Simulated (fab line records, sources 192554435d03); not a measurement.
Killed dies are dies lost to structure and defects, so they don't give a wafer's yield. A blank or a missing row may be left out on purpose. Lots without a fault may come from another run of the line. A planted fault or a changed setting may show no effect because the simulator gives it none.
fab line records | flow n5_finfet
record lots=24 wafers=72 last_day=17
route steps=1938 shown GATE_CUT@493 MOL_CONTACT_COAG@539
lots that met no fault: from a run of the same line without faults
start_h: hours from the record's first day to the start of the lot's first wafer shown | wait_h: hours since the lot's step before | " the same as in the row above | L1.1+2: a row that stands for several wafers | - no value, or no start given | * or withheld: withheld | < > ~ a bound
route shown NAME@n: a module of which the file shows steps, and the number in the route of the first | usual: mean/standard deviation of fault-free wafers | same: alike in all rows | chamber/n: place in a boat | sites: the reading at each site | _std_site: their standard deviation | _edge_site: outer sites' mean less inner sites' | radius_mm: how far each site lies from the wafer's centre | mask NAME#n: copy n | behind: the tool/chamber that last shaped the wafer | hold: why the lot was held/for how many hours/how that ended | device: the transistor (n, p or np) that didn't switch | end of line: the same wafers' tests at the end of the route | a step without rows: its recipe alone | killed: dies lost to structure and defects at the first sort, not the wafer's yield | map: a wafer's dies, x killed, . not, _ none there
set.NAME: the setting as run; set.NAME@STEP: as run at that earlier step | model.NAME: the simulator's own value behind a step, which no gauge read
steps of the route over a sample of lots; a table a step, a row a wafer
services: from which hour (start_h, from the record's first day; less than 0 if before it) a tool's chamber was out of use, for how many hours, and why
## steps
# step N5_GATE_CUT_ETCH_37
# recipe chemistry=N2/H2 target=SOC target_depth_a=600 overetch_a=120 mask_material=SiARC temp_c=40 time_s=90 ion_energy_ev=200 pressure_mtorr=30 source_w=840 bias_w=150 n2_flow_sccm=200 h2_flow_sccm=200
# usual drypump_motor_current_A=5.7/0.53 oes_product_au=0.71/0.079 rf_vpp_V=524.9/2.2 showerhead_plenum_p_Torr=2.58/0.081 throttle_valve_pct=17.76/0.25
# columns lot.wafer tool chamber start_h wait_h drypump_motor_current_A oes_product_au rf_hours_counter_h rf_vpp_V showerhead_plenum_p_Torr throttle_valve_pct
L074.2 rie_diel-02 2 89.55 0.0 5.1 0.76 56 521.1 2.48 17.75
L074.3 " 0 " " 6.1 0.71 117 528.0 2.67 17.55
L074.4 " 1 " " 5.8 0.63 - 522.5 2.51 18.16
L075.1 rie_diel-02 2 91.36 0.0 5.0 0.76 57 522.4 2.48 17.75
L075.4 " 0 " " 6.1 0.70 - 526.7 2.67 17.57
L075.5 " 2 " " 5.0 0.76 - 522.3 2.48 17.77
L076.3 rie_diel-02 2 97.72 0.0 5.1 0.75 59 522.7 2.48 17.75
L076.5 " 0 " " 6.1 0.70 - 526.3 2.67 17.56
L076.6 " 1 " " 5.8 0.63 - 522.8 2.51 18.20
L077.2 rie_diel-02 3 101.18 0.0 4.9 0.63 210 526.6 2.62 17.87
L077.3 " 2 " " 5.1 0.75 61 523.0 2.48 17.76
L077.4 " 0 " " 6.1 0.70 122 528.3 2.67 17.56
L078.1 rie_diel-01 3 108.26 0.0 5.5 0.82 18 524.9 2.59 17.62
L078.4 " 1 " " 5.7 0.71 113 524.2 2.57 17.73
L078.5 " 0 " " 5.8 0.78 - 528.7 2.70 17.77
L079.1 rie_diel-02 2 115.32 0.0 5.1 0.74 65 521.2 2.47 17.77
L079.4 " 1 " " 5.8 0.63 220 523.0 2.51 18.19
L079.6 " 0 " " 6.1 0.70 - 527.5 2.67 17.57
L080.3 rie_diel-03 3 120.12 0.0 5.7 0.85 7 525.2 2.60 17.64
L080.4 " 1 " " 6.6 0.66 182 525.3 2.63 17.85
L080.5 " 0 " " 5.7 0.91 - 522.6 2.50 17.24
L081.3 rie_diel-02 1 127.94 0.0 5.8 0.62 223 522.2 2.51 18.19
L081.5 " 1 " " 5.8 0.63 - 524.7 2.51 18.17
L081.6 " 0 " " 6.1 0.70 - 527.8 2.67 17.57
L082.1 rie_diel-03 3 134.65 0.0 5.7 0.84 12 526.0 2.60 17.63
L082.4 " 0 " " 5.7 0.87 5 522.6 2.50 17.25
L082.6 " 3 " " 5.7 0.84 - 525.4 2.60 17.66
L083.1 rie_diel-03 2 138.46 0.0 6.4 0.80 26 528.5 2.72 17.66
L083.4 " 0 " " 5.7 0.87 6 522.5 2.50 17.26
L083.5 " 0 " " 5.6 0.87 - 523.1 2.50 17.24
L084.1 rie_diel-02 3 145.67 0.0 4.9 0.63 225 526.2 2.61 17.91
L084.2 " 0 " " 6.1 0.69 134 527.6 2.67 17.61
L084.6 " 0 " " 6.1 0.70 - 525.5 2.67 17.59
L085.3 rie_diel-03 3 149.44 0.0 5.7 0.82 17 526.1 2.60 17.64
L085.5 " 1 " " 6.6 0.66 - 527.1 2.63 17.85
L085.6 " 2 " " 6.4 0.79 - 528.5 2.72 17.67
L086.1 rie_diel-03 0 160.91 0.0 5.7 0.84 14 523.1 2.50 17.25
L086.5 " 0 " " 5.7 0.85 - 523.2 2.50 17.26
L086.6 " 1 " " 6.6 0.66 - 526.0 2.63 17.87
L087.1 rie_diel-01 0 162.69 0.0 5.8 0.76 44 529.0 2.69 17.79
L087.2 " 2 " " 4.8 0.75 75 522.2 2.47 17.45
L087.3 " 3 " " 5.5 0.80 31 524.7 2.59 17.63
L088.2 rie_diel-02 1 171.46 0.0 5.8 0.62 239 524.6 2.50 18.22
L088.5 " 1 " " 5.8 0.62 - 521.4 2.50 18.21
L088.6 " 2 " " 5.1 0.72 - 522.4 2.47 17.80
L089.1 rie_diel-02 3 173.27 0.0 4.9 0.62 232 525.3 2.61 17.92
L089.4 " 1 " " 5.8 0.62 239 522.5 2.50 18.22
L089.6 " 3 " " 4.9 0.62 - 523.5 2.61 17.92
L090.2 rie_diel-01 2 178.48 0.0 4.9 0.74 80 521.4 2.47 17.44
L090.3 " 1 " " 5.7 0.70 135 523.9 2.56 17.75
L090.6 " 1 " " 5.7 0.69 - 524.0 2.56 17.75
L091.1 rie_diel-03 3 185.82 0.0 5.8 0.81 26 524.6 2.59 17.68
L091.2 " 2 " " 6.4 0.78 39 527.0 2.72 17.68
L091.3 " 0 " " 5.7 0.84 20 522.4 2.49 17.26
L092.2 rie_diel-02 3 195.56 0.0 4.9 0.62 239 524.8 2.61 17.91
L092.4 " 2 " " 5.1 0.72 87 521.8 2.46 17.81
L092.5 " 3 " " 4.9 0.62 - 525.6 2.61 17.93
L093.1 rie_diel-02 0 201.41 0.0 6.1 0.68 150 526.6 2.66 17.61
L093.5 " 3 " " 4.9 0.61 - 525.3 2.61 17.94
L093.6 " 0 " " 6.1 0.68 - 526.1 2.66 17.60
L094.1 rie_diel-02 2 206.21 0.0 5.1 0.72 90 520.6 2.46 17.83
L094.3 " 1 " " 5.8 0.61 249 522.7 2.50 18.24
L094.4 " 3 " " 4.9 0.61 - 527.1 2.60 17.93
L095.2 rie_diel-02 0 209.33 0.0 6.1 0.68 150 526.3 2.66 17.61
L095.4 " 1 " " 5.8 0.61 249 521.5 2.50 18.24
L095.5 " 0 " " 6.1 0.68 - 527.1 2.66 17.62
L096.1 rie_diel-02 0 220.94 0.0 6.1 0.67 154 525.9 2.66 17.62
L096.3 " 2 " " 5.1 0.71 94 523.5 2.46 17.83
L096.6 " 2 " " 5.1 0.72 - 521.1 2.46 17.82
L097.3 rie_diel-03 3 221.30 0.0 5.7 0.78 37 525.2 2.59 17.69
L097.4 " 2 " " 6.4 0.76 51 528.1 2.71 17.70
L097.6 " 3 " " 5.7 0.79 - 525.5 2.59 17.71
# step N5_GATE_CUT_CUT_ETCH_54
# recipe chemistry=Cl2/BCl3 target=TiN mask_material=SiO2 target_depth_a=967 pressure_mtorr=10 icp_w=1000 bias_w=126 Cl2_flow_sccm=53.25 bcl3_flow_sccm=21.75 Ar_flow_sccm=25 ends=cleared
# usual bcl3_flow_sccm=21.76/0.058 drypump_motor_current_A=5.9/0.43 etch_rf_on_time_s=36.6/0.49 oes_product_au=0.66/0.074 throttle_valve_pct=22.46/0.2
# columns lot.wafer tool chamber start_h wait_h bcl3_flow_sccm drypump_motor_current_A etch_rf_on_time_s oes_product_au rf_hours_counter_h throttle_valve_pct
L074.2 rie_metal-02 1 89.92 0.0 21.71 6.3 37.5 0.61 83 22.81
L074.3 " 1 " " 21.75 6.3 37.3 0.61 - 22.79
L074.4 " 0 " " 21.82 6.0 36.9 0.61 - 22.39
L075.1 rie_metal-01 0 91.74 0.0 21.68 5.0 36.4 0.68 47 22.26
L075.4 " 1 " " 21.82 5.9 37.0 0.64 - 22.29
L075.5 " 0 " " 21.73 5.0 35.9 0.69 - 22.23
L076.3 rie_metal-01 1 98.11 0.0 21.83 5.9 36.6 0.65 - 22.30
L076.5 " 1 " " 21.76 5.9 36.6 0.65 - 22.28
L076.6 " 0 " " 21.88 5.0 36.1 0.68 - 22.24
L077.2 rie_metal-01 1 101.56 0.0 21.82 5.9 36.9 0.64 70 22.30
L077.3 " 1 " " 21.74 5.9 36.4 0.65 - 22.27
L077.4 " 0 " " 21.78 5.0 36.3 0.68 - 22.24
L078.1 rie_metal-01 0 108.64 0.0 21.69 5.0 36.3 0.67 48 22.24
L078.4 " 1 " " 21.63 5.9 36.7 0.64 - 22.29
L078.5 " 1 " " 21.68 5.9 36.4 0.65 - 22.28
L079.1 rie_metal-02 1 115.69 0.0 21.73 6.3 37.3 0.61 85 22.80
L079.4 " 1 " " 21.72 6.3 37.0 0.61 - 22.81
L079.6 " 0 " " 21.68 6.0 36.8 0.61 - 22.42
L080.3 rie_metal-03 0 120.51 0.0 21.79 6.1 36.6 0.73 - 22.56
L080.4 " 1 " " 21.68 6.0 36.7 0.52 - 22.65
L080.5 " 1 " " 21.75 6.1 37.0 0.52 - 22.63
L081.3 rie_metal-02 0 128.33 0.0 21.83 6.0 37.2 0.60 - 22.41
L081.5 " 0 " " 21.75 6.0 36.9 0.61 - 22.38
L081.6 " 1 " " 21.78 6.3 37.4 0.60 - 22.81
L082.1 rie_metal-02 1 135.02 0.0 21.75 6.3 37.7 0.60 87 22.81
L082.4 " 0 " " 21.77 6.0 36.5 0.60 - 22.39
L082.6 " 0 " " 21.71 6.0 36.9 0.61 - 22.40
L083.1 rie_metal-02 0 138.83 0.0 21.70 6.0 37.0 0.60 84 22.39
L083.4 " 0 " " 21.80 6.0 37.3 0.61 - 22.40
L083.5 " 0 " " 21.77 6.0 37.0 0.61 - 22.39
L084.1 rie_metal-03 0 146.10 0.1 21.85 6.1 36.3 0.72 44 22.59
L084.2 " 0 " " 21.83 6.1 36.1 0.73 - 22.58
L084.6 " 0 " " 21.73 6.1 36.1 0.73 - 22.56
L085.3 rie_metal-02 0 149.83 0.0 21.78 6.0 37.1 0.60 - 22.40
L085.5 " 0 " " 21.78 6.0 37.0 0.60 - 22.41
L085.6 " 1 " " 21.77 6.3 37.6 0.60 - 22.83
L086.1 rie_metal-01 1 161.29 0.0 21.81 5.9 36.4 0.64 75 22.30
L086.5 " 0 " " 21.87 5.0 36.2 0.67 - 22.26
L086.6 " 1 " " 21.74 5.9 36.7 0.63 - 22.32
L087.1 rie_metal-03 0 163.06 0.0 21.73 6.1 37.1 0.72 45 22.60
L087.2 " 1 " " 21.73 6.0 37.1 0.85 1 22.39
L087.3 " 1 " " 21.70 6.1 36.8 0.85 - 22.39
L088.2 rie_metal-03 1 171.83 0.0 21.69 6.0 36.3 0.85 2 22.39
L088.5 " 0 " " 21.64 6.1 36.8 0.72 - 22.60
L088.6 " 1 " " 21.72 6.0 36.2 0.85 - 22.39
L089.1 rie_metal-02 0 173.65 0.0 21.77 6.0 37.0 0.60 88 22.40
L089.4 " 0 " " 21.82 6.0 37.2 0.59 - 22.42
L089.6 " 1 " " 21.66 6.3 37.6 0.60 - 22.82
L090.2 rie_metal-03 1 178.86 0.0 21.76 6.0 36.5 0.84 3 22.40
L090.3 " 1 " " 21.74 6.0 36.2 0.84 - 22.39
L090.6 " 0 " " 21.80 6.1 36.9 0.71 - 22.60
L091.1 rie_metal-01 0 186.20 0.0 21.70 5.0 35.9 0.67 55 22.25
L091.2 " 1 " " 21.79 5.9 36.1 0.64 77 22.30
L091.3 " 1 " " 21.76 5.9 36.0 0.64 - 22.31
L092.2 rie_metal-01 1 195.94 0.0 21.73 5.9 36.2 0.64 77 22.32
L092.4 " 0 " " 21.72 5.0 35.9 0.67 - 22.25
L092.5 " 1 " " 21.76 5.9 36.5 0.64 - 22.30
L093.1 rie_metal-03 0 201.78 0.0 21.75 6.1 36.3 0.71 48 22.59
L093.5 " 0 " " 21.71 6.1 36.0 0.71 - 22.60
L093.6 " 1 " " 21.74 6.0 35.8 0.84 - 22.39
L094.1 rie_metal-01 0 206.58 0.0 21.76 5.0 36.4 0.66 57 22.26
L094.3 " 1 " " 21.64 5.9 37.0 0.62 - 22.30
L094.4 " 0 " " 21.82 5.0 36.3 0.66 - 22.26
L095.2 rie_metal-02 0 209.70 0.0 21.65 6.0 36.7 0.60 91 22.41
L095.4 " 1 " " 21.88 6.3 37.1 0.59 - 22.82
L095.5 " 0 " " 21.69 6.0 36.8 0.60 - 22.43
L096.1 rie_metal-03 1 221.31 0.0 21.76 6.0 36.6 0.81 6 22.39
L096.3 " 0 " " 21.70 6.1 36.4 0.70 - 22.60
L096.6 " 1 " " 21.74 6.0 36.0 0.81 - 22.39
L097.3 rie_metal-01 1 221.69 0.0 21.77 5.9 36.1 0.63 - 22.30
L097.4 " 0 " " 21.77 5.0 35.8 0.66 - 22.28
L097.6 " 0 " " 21.79 5.0 36.2 0.65 - 22.25
# step N5_GATE_CUT_CMP_43
# recipe material=SiO2 post_cmp_clean=rinse_only
# usual motor_current_A=12.9/1.3
# columns lot.wafer tool chamber start_h wait_h motor_current_A
L074.4 cmp-01 0 92.12 0.0 14.7
L074.2 " 2 " " 13.4
L074.3 " 3 " " 13.7
L075.4 cmp-04 3 94.19 0.1 13.0
L075.1 " 1 " " 13.6
L075.5 " 2 " " 14.2
L076.3 cmp-03 1 100.29 0.0 13.3
L076.6 " 1 " " 13.6
L076.5 " 2 " " 13.4
L077.2 cmp-03 2 103.76 0.0 13.3
L077.3 " 0 " " 12.8
L077.4 " 1 " " 12.8
L078.1 cmp-01 3 110.92 0.1 13.8
L078.4 " 0 " " 14.2
L078.5 " 3 " " 13.5
L079.4 cmp-03 0 118.01 0.1 12.9
L079.1 " 1 " " 13.8
L079.6 " 0 " " 11.5
L080.3 cmp-04 2 122.86 0.2 13.9
L080.4 " 3 " " 13.4
L080.5 " 1 " " 14.0
L081.3 cmp-03 2 130.77 0.3 13.2
L081.5 " 3 " " 12.5
L081.6 " 0 " " 12.2
L082.4 cmp-03 0 137.22 0.0 12.3
L082.1 " 2 " " 13.0
L082.6 " 1 " " 13.7
L083.1 cmp-03 1 141.24 0.1 13.7
L083.4 " 3 " " 12.3
L083.5 " 1 " " 12.8
L084.2 cmp-01 2 149.77 0.2 13.0
L084.1 " 0 " " 15.2
L084.6 " 2 " " 13.1
L085.3 cmp-04 3 152.01 0.0 13.2
L085.6 " 3 " " 13.8
L085.5 " 0 " " 10.6
L086.1 cmp-01 2 164.16 0.3 13.3
L086.5 " 3 " " 13.3
L086.6 " 0 " " 15.0
L087.2 cmp-01 1 165.38 0.0 11.0
L087.1 " 2 " " 12.6
L087.3 " 3 " " 13.4
L088.2 cmp-04 1 174.06 0.0 13.8
L088.6 " 1 " " 14.1
L088.5 " 2 " " 14.0
L089.1 cmp-04 3 175.96 0.1 13.3
L089.4 " 1 " " 14.3
L089.6 " 3 " " 13.3
L090.2 cmp-03 2 181.05 0.0 12.5
L090.3 " 3 " " 12.5
L090.6 " 3 " " 13.2
L091.1 cmp-01 0 189.10 0.0 14.8
L091.3 " 2 " " 13.0
L091.2 " 3 " " 13.4
L092.2 cmp-01 0 198.14 0.0 13.6
L092.4 " 2 " " 13.6
L092.5 " 0 " " 15.2
L093.1 cmp-01 1 204.06 0.1 9.7
L093.5 " 0 " " 15.0
L093.6 " 1 " " 11.2
L094.1 cmp-04 0 209.24 0.1 10.6
L094.3 " 1 " " 13.6
L094.4 " 2 " " 13.9
L095.4 cmp-04 3 211.98 0.1 13.0
L095.2 " 0 " " 10.0
L095.5 " 3 " " 13.1
L096.3 cmp-01 3 223.51 0.0 13.7
L096.1 " 0 " " 14.8
L096.6 " 0 " " 14.6
L097.4 cmp-01 0 224.17 0.3 14.9
L097.3 " 3 " " 12.9
L097.6 " 0 " " 15.4
# step N5_MOL_CONTACT_COAG_STRIP_98
# recipe chemistry=N2/H2 power_w=500 temp_c=40 pressure_mtorr=50 rf_frequency_hz=6e+07 overash_fraction=0.3 bias_power_w=8 h2_frac=0.5 n2_flow_sccm=300 h2_flow_sccm=300
# usual drypump_motor_current_A=5.7/0.33 oes_product_au=0.82/0.094 power_w=500.0/1.4 rf_vpp_V=54.2/1.6 showerhead_plenum_p_Torr=3.42/0.089 throttle_valve_pct=18.7/0.37
# columns lot.wafer tool chamber start_h wait_h drypump_motor_current_A oes_product_au power_w rf_hours_counter_h rf_vpp_V showerhead_plenum_p_Torr throttle_valve_pct
L074.2 rie_diel-04 0 93.89 0.0 5.4 0.94 502.2 18 57.9 3.42 18.5
L074.3 " 3 " " 5.6 0.70 501.1 233 52.1 3.45 18.9
L074.4 " 2 " " 5.9 0.83 499.1 59 55.2 3.41 19.1
L075.1 rie_diel-04 0 95.69 0.0 5.5 0.92 498.7 19 53.8 3.42 18.5
L075.4 " 3 " " 5.6 0.70 500.1 233 54.9 3.45 18.9
L075.5 " 0 " " 5.5 0.93 499.5 - 54.5 3.42 18.4
L076.3 rie_diel-05 0 101.87 0.0 5.1 0.69 500.5 247 53.0 3.18 19.4
L076.5 " 2 " " 5.8 0.70 501.3 - 51.2 3.44 18.4
L076.6 " 3 " " 6.0 0.69 498.7 - 56.5 3.33 18.9
L077.2 rie_diel-05 3 105.70 0.0 5.9 0.68 502.7 211 55.4 3.33 18.9
L077.3 " 0 " " 5.1 0.71 500.6 248 54.4 3.18 19.5
L077.4 " 3 " " 5.9 0.69 501.9 - 54.6 3.33 18.9
L078.1 rie_diel-04 0 112.50 0.0 5.4 0.92 501.6 26 53.5 3.42 18.4
L078.4 " 0 " " 5.5 0.90 502.0 - 54.8 3.42 18.4
L078.5 " 2 " " 5.9 0.84 499.1 - 54.1 3.41 19.2
L079.1 rie_diel-04 1 119.40 0.0 6.0 0.89 498.3 35 54.5 3.43 18.3
L079.4 " 2 " " 5.9 0.83 500.7 69 53.0 3.41 19.2
L079.6 " 2 " " 5.9 0.83 499.5 - 51.7 3.41 19.2
L080.3 rie_diel-05 1 124.17 0.0 5.7 0.76 499.8 115 56.6 3.52 18.5
L080.4 " 2 " " 5.8 0.97 499.6 - 53.1 3.44 18.0
L080.5 " 3 " " 5.9 0.67 501.0 - 55.3 3.33 18.9
L081.3 rie_diel-05 2 132.12 0.0 5.8 0.96 501.5 8 52.4 3.44 18.0
L081.5 " 1 " " 5.7 0.77 498.1 - 56.0 3.52 18.5
L081.6 " 2 " " 5.8 0.96 499.4 - 52.7 3.44 18.0
L082.1 rie_diel-06 0 138.81 0.0 5.9 0.76 501.8 140 52.3 3.36 18.6
L082.4 " 1 " " 6.5 0.88 499.2 55 55.2 3.55 18.8
L082.6 " 3 " " 6.6 0.69 499.3 - 52.4 3.19 18.6
L083.1 rie_diel-04 1 142.81 0.0 6.0 0.88 501.3 45 51.5 3.42 18.3
L083.4 " 0 " " 5.4 0.87 499.2 - 53.2 3.41 18.5
L083.5 " 1 " " 6.0 0.88 500.9 - 53.0 3.42 18.3
L084.1 rie_diel-05 2 151.70 0.0 5.8 0.92 499.8 12 56.1 3.43 18.0
L084.2 " 3 " " 5.9 0.67 500.9 233 57.1 3.32 18.9
L084.6 " 0 " " 5.1 0.95 499.2 - 55.0 3.59 19.1
L085.3 rie_diel-04 1 153.48 0.0 6.0 0.86 500.6 50 54.4 3.42 18.3
L085.5 " 0 " " 5.4 0.88 501.0 - 56.4 3.41 18.5
L085.6 " 2 " " 5.9 0.81 502.5 - 58.7 3.40 19.2
L086.1 rie_diel-05 2 165.56 0.0 5.8 0.93 499.0 17 55.3 3.43 18.0
L086.5 " 2 " " 5.8 0.94 498.5 - 54.5 3.43 18.0
L086.6 " 3 " " 5.9 0.65 499.0 - 53.5 3.32 18.9
L087.1 rie_diel-04 2 166.97 0.0 5.9 0.81 502.0 89 53.6 3.39 19.2
L087.2 " 3 " " 5.6 0.96 501.7 4 54.6 3.43 18.5
L087.3 " 0 " " 5.4 0.88 498.7 48 53.7 3.40 18.5
L088.2 rie_diel-04 0 175.74 0.0 5.4 0.88 499.8 50 52.8 3.40 18.5
L088.5 " 0 " " 5.5 0.87 498.8 - 54.3 3.40 18.5
L088.6 " 3 " " 5.6 0.96 498.3 - 53.7 3.43 18.5
L089.1 rie_diel-05 2 177.47 0.0 5.8 0.94 500.4 20 53.1 3.43 18.0
L089.4 " 0 " " 5.1 0.92 499.5 14 56.5 3.58 19.1
L089.6 " 1 " " 5.7 0.76 498.6 - 55.9 3.51 18.6
L090.2 rie_diel-05 1 183.20 0.0 5.7 0.75 499.8 138 52.1 3.51 18.6
L090.3 " 2 " " 5.8 0.93 499.8 22 54.5 3.43 18.0
L090.6 " 0 " " 5.1 0.91 498.5 - 54.5 3.58 19.1
L091.1 rie_diel-05 3 190.70 0.0 5.9 0.65 500.8 246 53.3 3.31 18.9
L091.2 " 1 " " 5.6 0.73 500.7 140 53.9 3.51 18.6
L091.3 " 0 " " 5.1 0.91 498.8 19 55.3 3.58 19.1
L092.2 rie_diel-04 2 199.78 0.0 5.9 0.80 499.8 101 55.5 3.39 19.2
L092.4 " 1 " " 6.0 0.84 499.4 - 53.9 3.41 18.4
L092.5 " 2 " " 5.9 0.79 500.2 - 55.5 3.39 19.2
L093.1 rie_diel-04 0 205.54 0.0 5.4 0.87 502.6 56 53.5 3.40 18.5
L093.5 " 0 " " 5.4 0.84 503.0 - 54.0 3.40 18.5
L093.6 " 3 " " 5.6 0.93 499.3 - 53.3 3.43 18.5
L094.1 rie_diel-04 3 210.98 0.0 5.5 0.91 500.3 20 56.5 3.43 18.5
L094.3 " 2 " " 5.9 0.80 500.3 104 57.2 3.39 19.2
L094.4 " 0 " " 5.4 0.86 499.1 59 55.2 3.40 18.5
L095.2 rie_diel-06 1 213.49 0.0 6.4 0.84 498.6 77 55.1 3.54 18.9
L095.4 " 0 " " 5.9 0.72 499.2 165 56.4 3.35 18.6
L095.5 " 0 " " 5.9 0.73 500.6 - 54.3 3.35 18.6
L096.1 rie_diel-05 1 225.15 0.0 5.7 0.73 502.4 155 54.1 3.50 18.6
L096.3 " 2 " " 5.8 0.88 499.3 39 53.4 3.42 18.0
L096.6 " 1 " " 5.7 0.74 499.0 - 52.4 3.50 18.6
L097.3 rie_diel-05 1 225.75 0.0 5.6 0.73 499.5 155 54.2 3.50 18.6
L097.4 " 0 " " 5.1 0.87 500.6 - 55.0 3.57 19.1
L097.6 " 1 " " 5.7 0.73 500.6 - 52.9 3.50 18.6
# step N5_MOL_CONTACT_COAG_TI_SIL_19
# recipe material=Ti target_thk_a=42 temp_c=200 chamber_pressure_pa=5 power_w=5000 time_s=15
# usual throttle_valve_pct=30.3/0.95
# columns lot.wafer tool chamber start_h wait_h throttle_valve_pct
L074.2 pvd_sputter-03 - 94.95 0.2 30.3
L074.3 " - " " 28.6
L074.4 " - " " 30.6
L075.1 pvd_sputter-02 - 98.47 2.2 29.8
L075.4 " - " " 29.7
L075.5 " - " " 29.8
L076.3 pvd_sputter-03 - 102.46 0.2 28.6
L076.5 " - " " 30.1
L076.6 " - " " 28.5
L077.2 pvd_sputter-01 - 106.32 0.2 28.8
L077.3 " - " " 31.2
L077.4 " - " " 31.9
L078.1 pvd_sputter-02 - 113.27 0.4 29.5
L078.4 " - " " 29.7
L078.5 " - " " 30.2
L079.1 pvd_sputter-01 - 119.98 0.2 31.8
L079.4 " - " " 30.0
L079.6 " - " " 29.1
L080.3 pvd_sputter-03 - 124.76 0.2 31.0
L080.4 " - " " 30.5
L080.5 " - " " 30.9
L081.3 pvd_sputter-03 - 134.26 1.7 30.4
L081.5 " - " " 28.4
L081.6 " - " " 30.2
L082.1 pvd_sputter-03 - 139.46 0.2 30.3
L082.4 " - " " 31.0
L082.6 " - " " 30.3
L083.1 pvd_sputter-03 - 145.04 1.8 30.5
L083.4 " - " " 28.2
L083.5 " - " " 30.2
L084.1 pvd_sputter-02 - 152.51 0.2 31.2
L084.2 " - " " 29.4
L084.6 " - " " 29.5
L085.3 pvd_sputter-01 - 156.16 0.2 30.2
L085.5 " - " " 31.2
L085.6 " - " " 31.9
L086.1 pvd_sputter-02 - 166.22 0.3 29.5
L086.5 " - " " 30.1
L086.6 " - " " 29.6
L087.1 pvd_sputter-02 - 167.55 0.2 29.7
L087.2 " - " " 30.6
L087.3 " - " " 29.5
L088.2 pvd_sputter-03 - 176.31 0.2 30.1
L088.5 " - " " 30.4
L088.6 " - " " 30.5
L089.1 pvd_sputter-02 - 179.05 0.6 30.2
L089.4 " - " " 29.5
L089.6 " - " " 30.1
L090.2 pvd_sputter-01 - 185.05 0.3 30.5
L090.3 " - " " 32.0
L090.6 " - " " 31.9
L091.1 pvd_sputter-01 - 192.19 0.2 30.2
L091.2 " - " " 29.2
L091.3 " - " " 31.5
L092.2 pvd_sputter-02 - 200.73 0.2 29.4
L092.4 " - " " 29.6
L092.5 " - " " 29.4
L093.1 pvd_sputter-01 - 208.23 0.2 30.2
L093.5 " - " " 30.2
L093.6 " - " " 31.1
L094.1 pvd_sputter-02 - 211.64 0.3 29.5
L094.3 " - " " 31.1
L094.4 " - " " 30.2
L095.2 pvd_sputter-01 - 214.02 0.2 31.6
L095.4 " - " " 30.0
L095.5 " - " " 28.8
L096.1 pvd_sputter-01 - 227.72 1.7 29.2
L096.3 " - " " 30.4
L096.6 " - " " 31.0
L097.3 pvd_sputter-01 - 227.82 1.7 31.7
L097.4 " - " " 28.8
L097.6 " - " " 31.0
# step N5_MOL_CONTACT_COAG_CD_MEAS_84
# recipe target_cd_nm=25.1 landing_energy_ev=500 detector=se_inlens polarity=opening
# usual cd_nm=25.09/0.25
# columns lot.wafer tool chamber start_h wait_h cd_nm
L074.2 cd_sem-02 0 103.67 - 25.06
L074.3 " 0 " " 25.62
L074.4 " 0 " " 25.25
L075.1 cd_sem-02 0 109.03 - 25.49
L075.4 " 0 " " 25.13
L075.5 " 0 " " 25.22
L076.3 cd_sem-03 0 111.10 - 24.91
L076.5 " 0 " " 25.18
L076.6 " 0 " " 25.36
L077.2 cd_sem-02 0 115.88 - 25.28
L077.3 " 0 " " 25.57
L077.4 " 0 " " 25.32
L078.1 cd_sem-02 0 121.15 - 25.13
L078.4 " 0 " " 25.24
L078.5 " 0 " " 25.53
L079.1 cd_sem-02 0 127.42 - 25.38
L079.4 " 0 " " 25.05
L079.6 " 0 " " 25.02
L080.3 cd_sem-01 0 131.82 - 24.95
L080.4 " 0 " " 25.09
L080.5 " 0 " " 25.16
L081.3 cd_sem-02 0 141.69 - 24.86
L081.5 " 0 " " 25.34
L081.6 " 0 " " 24.76
L082.1 cd_sem-01 0 149.07 - 25.21
L082.4 " 0 " " 24.82
L082.6 " 0 " " 24.82
L083.1 cd_sem-03 0 152.93 - 25.15
L083.4 " 0 " " 25.11
L083.5 " 0 " " 25.11
L084.1 cd_sem-02 0 163.45 - 25.09
L084.2 " 0 " " 24.81
L084.6 " 0 " " 25.17
L085.3 cd_sem-03 0 164.36 - 24.83
L085.5 " 0 " " 24.97
L085.6 " 0 " " 24.91
L086.1 cd_sem-03 0 178.34 - 25.63
L086.5 " 0 " " 24.91
L086.6 " 0 " " 25.40
L087.1 cd_sem-01 0 179.99 - 25.10
L087.2 " 0 " " 25.19
L087.3 " 0 " " 25.52
L088.2 cd_sem-02 0 185.13 - 25.04
L088.5 " 0 " " 25.26
L088.6 " 0 " " 25.31
L089.1 cd_sem-01 0 187.41 - 25.02
L089.4 " 0 " " 25.52
L089.6 " 0 " " 25.13
L090.2 cd_sem-02 0 192.35 - 25.13
L090.3 " 0 " " 24.81
L090.6 " 0 " " 24.71
L091.1 cd_sem-01 0 200.67 - 25.07
L091.2 " 0 " " 25.42
L091.3 " 0 " " 25.33
L092.2 cd_sem-01 0 209.75 - 24.95
L092.4 " 0 " " 25.12
L092.5 " 0 " " 25.24
L093.1 cd_sem-01 0 215.36 - 24.96
L093.5 " 0 " " 24.96
L093.6 " 0 " " 25.07
L094.1 cd_sem-01 0 221.45 - 25.06
L094.3 " 0 " " 25.09
L094.4 " 0 " " 24.85
L095.2 cd_sem-01 0 223.05 - 25.10
L095.4 " 0 " " 24.78
L095.5 " 0 " " 24.49
L096.1 cd_sem-03 0 235.74 - 25.04
L096.3 " 0 " " 24.86
L096.6 " 0 " " 25.23
L097.3 cd_sem-01 0 236.60 - 24.61
L097.4 " 0 " " 24.74
L097.6 " 0 " " 25.01
## services
# columns tool chamber start_h hours kind
rie_diel-03 2 73.19 12.5 repair
cmp-01 - 77.74 0.2 repair
rie_metal-01 1 77.91 5.6 repair
cmp-04 - 81.23 0.3 repair
rie_metal-01 1 86.02 2.4 repair
cmp-04 - 87.50 0.6 repair
cmp-04 - 88.29 5.5 pm
rie_diel-02 3 88.48 5.4 repair
cmp-04 - 100.79 0.7 repair
rie_diel-04 1 104.02 9.3 repair
cmp-04 - 104.28 4.8 pm
cmp-01 - 121.17 3.7 repair
rie_diel-05 2 132.80 6.0 repair
cmp-01 - 140.30 2.7 repair
rie_diel-02 0 141.71 3.3 repair
cmp-03 - 148.96 0.9 repair
rie_diel-03 3 151.46 4.3 repair
pvd_sputter-02 - 153.37 1.0 repair
cmp-01 - 157.30 1.3 repair
cmp-04 - 159.52 1.4 repair
rie_metal-01 1 161.67 9.4 repair
pvd_sputter-03 - 169.70 3.3 repair
rie_diel-02 - 219.04 0.7 repair
rie_metal-01 - 224.32 1.4 pm
## key
fault none
